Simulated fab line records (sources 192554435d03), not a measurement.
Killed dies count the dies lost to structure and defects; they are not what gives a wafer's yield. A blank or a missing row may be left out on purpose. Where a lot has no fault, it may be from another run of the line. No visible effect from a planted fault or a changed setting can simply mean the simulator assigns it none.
Struck lot and sound lot, side by side + flow n5Finfet + 18 out of 1938 route steps
Sound: these wafers, L429.1, L429.3, L429.6. Struck: wafers L436.1, L436.4, L436.5. At the end, the cause is stated.
At each step with rows: each side's tool, then ch and its chambers, then its first start. Under that, the readings that differ: sound wafers + struck wafers + difference of the means + sigmas: that difference in standard deviations of wafers without a fault.
alike: a reading whose means differ by less than 2 such deviations, as well as words and numbers matching on both sides. not compared: withheld readings; readings where some wafer has no value; bounds like >300 that might hide an equal value; numbers whose values overlap and for which the record gives no deviation.
A row with sigmas, a row that says differs or no value, or rows on one side alone: a step with any of these is where the two part. When numbers do not overlap yet have no deviation, they are printed without sigmas and do not part them. A reading that every wafer of one side lacks parts them only if that side has two wafers or more.

N5_ILD0_THK_MEAS_08:
  sound on filmMetro-02 at day 6 22:22; struck on filmMetro-02 at day 8 08:24
  alike: thkNm
then, 1 step without rows for these wafers: N5_ILD0_PRECLEAN_10 (cleans in NF3:NH3, afs cycles 5, time 20 s, sublimation time 60 s).
N5_ILD0_ALD_15: deposits SiNx, target thk 24 nm, pulse time 1 s, ald cycles 480.
  sound on aldSin-02 ch 0,1,3, day 6 23:05; struck on aldSin-04 ch 0,1,3, day 8 09:21
  alike: heaterPowerW, precursorPulseHeightRel
N5_ILD0_CMP_12: polishes SiNx, stops on poly-Si, t overpolish 6 s, target thk 17.67 nm.
  sound on cmp-04 ch 1,2,3, day 7 01:22; struck on cmp-02 ch 2,3, day 8 11:33
  alike: motorCurrentA, overpolishRunS, timeToEndpointS
  not compared: padLifeWafers
N5_ILD0_THK_MEAS_13:
  sound on filmMetro-02 at day 7 01:35; struck on filmMetro-01 at day 8 11:51
  alike: thkNm
N5_ILD0_INSPECT_06: inspects for defects (darkfield).
  sound on defectInspect-01 at day 7 01:37; struck on defectInspect-01 at day 8 11:52
  alike: rawDefectCount
N5_SDB_HM_DEP_00: deposits SiNx from SiH4/NH3/N2, target thk 40 nm, time 35.3 s.
  sound on pecvd-01 ch 0,2, day 7 01:39; struck on pecvd-01 ch 0,2, day 8 11:55
  alike: heaterPowerW, showerheadPlenumPTorr, throttleValvePct
then, 5 steps without rows for these wafers: N5_SDB_COAT_03 (time 60 s, resist thk 100 nm); N5_SDB_COAT_04 (time 60 s, resist thk 18 nm); N5_SDB_COAT_05 (resist thk 90 nm); N5_SDB_EBR_07; N5_SDB_SOFTBAKE_06 (time 60 s).
N5_SDB_EXPOSE_08: exposes mask SDB.
  sound on arfiScanner-01 ch 0, day 7 02:00; struck on arfiScanner-01 ch 0, day 8 12:07
| reading                   | sound       | struck      | difference | sigmas |
|---------------------------|-------------|-------------|------------|--------|
| model.SDB.overlayXNm (nm) | 0.8 0.8 0.8 | 5.8 5.8 5.8 | +5.0       |        |
  alike: mask, stageVelMmS
then, 2 steps without rows for these wafers: N5_SDB_PEB_09 (peb time 60 s); N5_SDB_DEVELOP_10 (develop time 30 s).
N5_SDB_CD_MEAS_11 targets a cd of 50 nm.
  sound on cdSem-02 ch 0, day 7 02:08; struck on cdSem-03 ch 0, day 8 12:14
  alike: cdNm
N5_SDB_OVL_MEAS_12:
  sound on overlay-02 ch 0, day 7 02:10; struck on overlay-01 ch 0, day 8 12:16
| reading      | sound       | struck      | difference | sigmas |
|--------------|-------------|-------------|------------|--------|
| SDB_OVL (nm) | 1.7 1.1 1.9 | 7.3 5.8 4.9 | +4.4       | +5     |
N5_SDB_INSPECT_13: inspects for defects (brightfield).
  sound on defectInspect-02 at day 7 02:11; struck on defectInspect-01 at day 8 12:17
  alike: rawDefectCount

## WHERE THEY PART
At N5_SDB_OVL_MEAS_12 and nowhere else, as far as this record goes. Later steps at which nothing parts them and some readings are alike: N5_SDB_INSPECT_13.

WHY: the cause the simulator had injected
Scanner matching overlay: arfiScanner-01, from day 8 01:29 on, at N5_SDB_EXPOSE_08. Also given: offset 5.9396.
